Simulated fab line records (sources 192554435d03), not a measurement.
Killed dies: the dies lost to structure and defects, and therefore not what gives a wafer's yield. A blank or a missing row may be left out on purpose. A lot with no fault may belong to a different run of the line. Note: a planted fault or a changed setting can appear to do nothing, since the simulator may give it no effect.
Which of the tools did it?	flow n5-finfet	31 wafers sampled from 11 lots at 1 step of a route of 1938

WHAT THE GAUGES READ, wafer by wafer
N5_BEOL_M13_OVL_MEAS_29.
lot	measured	on	M13_OVL (nm)
L558	day 11 06:49	overlay-01	15 9 6
L562	day 12 06:08	overlay-01	-6 1 -9
L561	day 12 14:17	overlay-02	5 -4
L563	day 13 07:26	overlay-02	-7 -5
L570	day 14 04:23	overlay-02	0 -4 0
L573	day 14 23:49	overlay-02	2 -8 5
L574	day 15 02:58	overlay-01	0 0 2
L576	day 16 03:45	overlay-01	2 -5 4
L581	day 16 23:21	overlay-01	5 11 6
L578	day 17 07:34	overlay-02	9 9 10
L580	day 17 08:30	overlay-02	-2 -4 4

WHAT TOOL EACH LOT RAN ON (gives the tool, then ch and the chambers of the sampled wafers, and finally the start)
The record holds no process step before these readings.

AS READ BY THE TOOLS THEMSELVES (means over the sampled wafers that have a number; for cases with no such wafer, the mark the record gives instead)
The record holds no such reading with a usual standard deviation.

THE ANSWER, worked out from the rows above alone
Rule: what is usual is taken from the lots themselves. The widest of any qualifying gaps counts: lots, ordered by their means at a reading, are off when they make up no more than a third of the lots, leave a main group of 4 or more, and stand apart from it by 3 or more times the standard deviation of that group's means. Not used: any main group whose means are identical at the precision the tables above print for the reading. A lot without any number at a reading at which 4 lots or more have one is off too. The other lots that the step has rows for count as sound. Order of review: gauges by route order, followed by the tools' own readings, for which a lot's mean as printed above is used. The first step at which some lot is off is used, and at that step the reading that is off furthest; a lot without a number counts as furthest.
No lot is off on any of the readings shown, so nothing can be concluded from this.

WHAT HAD BEEN PUT IN BY THE SIMULATOR
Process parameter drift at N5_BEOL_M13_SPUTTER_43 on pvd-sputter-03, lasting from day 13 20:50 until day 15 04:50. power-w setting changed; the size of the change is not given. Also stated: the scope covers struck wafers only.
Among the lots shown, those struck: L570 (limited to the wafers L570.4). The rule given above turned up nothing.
